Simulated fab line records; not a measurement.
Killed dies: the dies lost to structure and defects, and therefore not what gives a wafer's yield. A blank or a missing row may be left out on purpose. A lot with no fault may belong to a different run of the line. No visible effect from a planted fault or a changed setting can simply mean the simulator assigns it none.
Which tool did it? | flow n5 finfet | 10 lots with 30 wafers sampled at 5 steps, on a route of 1938 steps

WHAT EACH GAUGE READ, for each wafer
N5_BEOL_M7_CD_MEAS_35: the cd target is 40 nm.
lot  | measured     | on        | cd nm (nm)
L646 | day 10 03:50 | cd sem-01 | 39.5 40.4 39.3
L647 | day 10 07:07 | cd sem-01 | 38.7 40.0 39.8
L648 | day 10 12:43 | cd sem-02 | 40.5 39.8 40.2
L650 | day 11 04:17 | cd sem-02 | 40.2 40.6 41.3
L649 | day 11 12:14 | cd sem-03 | 40.0 39.9 39.2
L664 | day 15 03:11 | cd sem-03 | 40.8 39.7 40.7
L662 | day 15 04:20 | cd sem-01 | 40.2 40.2 40.1
L663 | day 15 14:14 | cd sem-03 | 40.6 41.1 40.5
L667 | day 15 22:25 | cd sem-02 | 39.3 38.9 39.3
L668 | day 16 00:59 | cd sem-01 | 40.0 40.9 39.7

N5_BEOL_M8_THK_MEAS_01.
lot  | measured     | on            | M8_ILD_THK (nm)
L646 | day 10 08:48 | film metro-02 | 152.4 157.0 155.8
L647 | day 10 11:24 | film metro-02 | 155.6 157.0 157.3
L648 | day 10 16:09 | film metro-02 | 152.9 155.2 152.5
L650 | day 11 07:22 | film metro-01 | 151.9 154.9 154.6
L649 | day 11 16:14 | film metro-02 | 151.6 153.0 155.0
L664 | day 15 06:39 | film metro-02 | 151.9 154.7 158.0
L662 | day 15 07:44 | film metro-02 | 212.6 155.1 154.4
L663 | day 15 18:39 | film metro-01 | 153.8 155.7 156.3
L667 | day 16 02:29 | film metro-02 | 156.6 156.0 157.3
L668 | day 16 04:16 | film metro-02 | 154.2 150.9 153.5

N5_BEOL_M8_CD_MEAS_11: the cd target is 38.5 nm.
lot  | measured     | on        | cd nm (nm)
L646 | day 10 10:13 | cd sem-01 | 38.7 38.9 38.5
L647 | day 10 12:00 | cd sem-02 | 37.7 37.2 37.9
L648 | day 10 17:58 | cd sem-03 | 37.4 37.4 37.4
L650 | day 11 09:13 | cd sem-01 | 38.8 39.1 39.3
L649 | day 11 17:22 | cd sem-01 | 38.8 38.4 38.6
L664 | day 15 08:05 | cd sem-03 | 38.7 38.2 39.1
L662 | day 15 09:31 | cd sem-01 | 38.9 38.4 37.8
L663 | day 15 22:03 | cd sem-01 | 37.6 38.6 38.9
L667 | day 16 03:23 | cd sem-03 | 38.1 37.8 37.4
L668 | day 16 07:56 | cd sem-01 | 38.6 39.2 39.1

WHAT TOOL EACH LOT RAN ON (gives the tool, then ch and the chambers of the sampled wafers, and finally the start)
lot  | N5_BEOL_M7_STRIP_80                           | N5_BEOL_M8_ILD_DEP_00
L646 | rie diel-05 ch 1,3, day 10 03:50 or earlier   | pecvd-01 ch 0,1,2, day 10 07:44
L647 | rie diel-05 ch 0,1, day 10 07:07 or earlier   | pecvd-03 ch 0,2, day 10 10:20
L648 | rie diel-03 ch 1,3, day 10 12:43 or earlier   | pecvd-03 ch 1,2, day 10 15:05
L650 | rie diel-05 ch 0,1,2, day 11 04:17 or earlier | pecvd-03 ch 2, day 11 06:40
L649 | rie diel-05 ch 1,2, day 11 12:14 or earlier   | pecvd-04 ch 0,1, day 11 15:39
L664 | rie diel-03 ch 0,1, day 15 03:11 or earlier   | pecvd-04 ch 1,2, day 15 06:04
L662 | rie diel-02 ch 0,2,3, day 15 04:20 or earlier | pecvd-03 ch 0,1,2, day 15 07:10
L663 | rie diel-03 ch 0,1,3, day 15 14:14 or earlier | pecvd-01 ch 0,1,2, day 15 18:04
L667 | rie diel-05 ch 0,2, day 15 22:25 or earlier   | pecvd-01 ch 0,1, day 16 01:54
L668 | rie diel-03 ch 1,3, day 16 00:59 or earlier   | pecvd-04 ch 1,2, day 16 03:40
- N5_BEOL_M7_STRIP_80: strips in N2/H2, time 10 s.
- N5_BEOL_M8_ILD_DEP_00: deposits SiCOH lowk from DEMS/porogen, target thk 179.75 nm, time 33.4 s.

AS READ BY THE TOOLS THEMSELVES (means over the sampled wafers that have a number; for cases with no such wafer, the mark the record gives instead)
N5_BEOL_M7_STRIP_80.
lot  | tool        | chamber pressure mTorr (mTorr) | drypump motor current A (A) | n2 flow sccm (sccm) | oes product au (a.u.) | rf vpp V (V) | showerhead plenum p Torr (Torr) | throttle valve pct (%)
L646 | rie diel-05 | 19.992                         | 5.2                         | 200.4               | 0.80                  | 59.7         | 2.65                            | 23.12
L647 | rie diel-05 | 20.022                         | 5.5                         | 199.5               | 0.90                  | 59.5         | 2.62                            | 23.17
L648 | rie diel-03 | 19.996                         | 5.6                         | 199.4               | 0.86                  | 58.9         | 2.55                            | 23.41
L650 | rie diel-05 | 19.989                         | 5.5                         | 200.2               | 0.93                  | 59.1         | 2.62                            | 23.26
L649 | rie diel-05 | 20.002                         | 5.6                         | 200.3               | 0.94                  | 60.1         | 2.69                            | 23.25
L664 | rie diel-03 | 19.997                         | 5.9                         | 200.9               | 0.80                  | 59.1         | 2.51                            | 23.23
L662 | rie diel-02 | 19.983                         | 5.5                         | 199.9               | 0.77                  | 58.9         | 2.53                            | 23.27
L663 | rie diel-03 | 19.991                         | 5.6                         | 199.5               | 0.77                  | 58.9         | 2.54                            | 23.41
L667 | rie diel-05 | 19.987                         | 5.6                         | 199.8               | 0.90                  | 59.7         | 2.55                            | 23.40
L668 | rie diel-03 | 19.988                         | 5.6                         | 200.3               | 0.79                  | 59.0         | 2.53                            | 23.47

N5_BEOL_M8_ILD_DEP_00.
lot  | tool     | heater power w (W) | showerhead plenum p Torr (Torr) | throttle valve pct (%)
L646 | pecvd-01 | 359                | 5.737                           | 14.0
L647 | pecvd-03 | 371                | 5.724                           | 13.4
L648 | pecvd-03 | 391                | 5.732                           | 13.2
L650 | pecvd-03 | 418                | 5.732                           | 13.4
L649 | pecvd-04 | 286                | 5.727                           | 14.6
L664 | pecvd-04 | 325                | 5.726                           | 14.7
L662 | pecvd-03 | 352                | 5.723                           | 13.4
L663 | pecvd-01 | 354                | 5.734                           | 14.1
L667 | pecvd-01 | 346                | 5.728                           | 14.4
L668 | pecvd-04 | 371                | 5.724                           | 14.8

THE ANSWER, worked out from the rows above alone
Rule: the usual values come from the lots themselves. The widest of any qualifying gaps counts: lots, ordered by their means at a reading, are off when they make up no more than a third of the lots, leave a main group of 4 or more, and stand apart from it by 3 or more times the standard deviation of that group's means. The tables above print the reading to a certain number of digits; a main group whose means all agree to those digits is not used. A lot without any number at a reading at which 4 lots or more have one is off too. Any other lot the step has rows for is counted as sound. After the gauges, taken in route order, come the tools' own readings; for these a lot's mean is taken, as printed above. At the first step where some lot is off, the reading lying furthest off is the one used; lots without a number count as furthest.
Off: at N5_BEOL_M8_THK_MEAS_01 (M8_ILD_THK), L662. The main group: mean 154.7 nm, standard deviation 1.3.
If a tool, at a process step before that reading, ran all the lots that are off and no sound lot after the first of them, it fits. Those tools and the gauges at N5_BEOL_M8_THK_MEAS_01 are tried in the same way. With no start given for some of its lots, N5_BEOL_M7_STRIP_80 uses the hours and lot order of N5_BEOL_M7_CD_MEAS_35. Can't be told from this: 2 tools fit, rie diel-02 at N5_BEOL_M7_STRIP_80, pecvd-03 at N5_BEOL_M8_ILD_DEP_00.

WHAT THE SIMULATOR HAD PUT IN
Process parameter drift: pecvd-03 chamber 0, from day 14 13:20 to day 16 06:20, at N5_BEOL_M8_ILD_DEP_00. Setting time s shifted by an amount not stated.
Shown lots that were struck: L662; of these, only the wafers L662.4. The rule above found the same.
